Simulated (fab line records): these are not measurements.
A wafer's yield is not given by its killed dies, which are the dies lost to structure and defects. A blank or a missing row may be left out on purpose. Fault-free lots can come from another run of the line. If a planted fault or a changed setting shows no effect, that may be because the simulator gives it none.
Chamber matching -- flow n5_finfet -- 4 sister chambers for N5_MOL_CONTACT_COAG_DESCUM_88 on rie_diel-01
The step chemistry O2, time 7 s. 16 wafers are shown with their chamber, then 8 later ones without.

## WAFERS WITH THEIR CHAMBER
wafer,chamber,showerhead_plenum_p_Torr (Torr),throttle_valve_pct (%),oes_product_au (a.u.)
L077.4,0,1.96,20.59,0.71
L077.5,2,2.10,19.88,0.84
L077.6,1,2.23,20.61,0.96
L078.2,0,1.96,20.58,0.70
L078.4,1,2.23,20.60,0.94
L078.5,1,2.23,20.61,0.95
L082.1,3,2.11,20.72,0.78
L082.4,2,2.10,19.90,0.81
L082.6,2,2.10,19.89,0.82
L083.1,2,2.10,19.89,0.81
L083.3,3,2.11,20.73,0.78
L083.4,0,1.96,20.60,0.70
L084.1,2,2.09,19.91,0.81
L084.4,1,2.23,20.62,0.90
L084.6,2,2.09,19.91,0.81
L086.3,1,2.22,20.63,0.89

SIGNATURES (means of the wafers above)
reading,chamber 0,chamber 1,chamber 2,chamber 3,scatter within a chamber
showerhead_plenum_p_Torr,1.9600,2.2280,2.0967,2.1100,0.00422
throttle_valve_pct,20.5900,20.6140,19.8967,20.7250,0.0112
oes_product_au,0.7033,0.9280,0.8167,0.7800,0.0197
Rule: for a wafer and a chamber, the distance is found by dividing, reading by reading, the gap between the wafer's reading and the chamber's mean by the reading's scatter, squaring, summing and taking the root. If the next closest chamber is less than 2 further off than the closest, the wafer can't be placed; otherwise it belongs to the closest. The scatter: the root of (the sum of the squares of (reading less its chamber's mean) over the shown wafers, divided by (wafers less chambers)).

## WAFERS MISSING THEIR CHAMBER
wafer,showerhead_plenum_p_Torr (Torr),throttle_valve_pct (%),oes_product_au (a.u.)
L086.4,2.11,20.72,0.77
L086.6,1.95,20.61,0.69
L093.2,2.22,20.66,0.86
L093.4,2.21,20.10,1.00
L093.6,2.09,19.95,0.80
L094.2,2.22,20.65,0.86
L094.3,2.10,20.76,0.75
L094.5,2.09,19.94,0.79

## WHICH CHAMBER EACH WENT THROUGH
wafer,from the rows above,in truth
L086.4,3,3
L086.6,0,0
L093.2,1,1
L093.4,2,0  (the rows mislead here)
L093.6,2,2
L094.2,1,1
L094.3,3,3
L094.5,2,2
Correct placement for 7 of the 8. Left unplaced by these rows: 0. Number placed wrongly: 1.
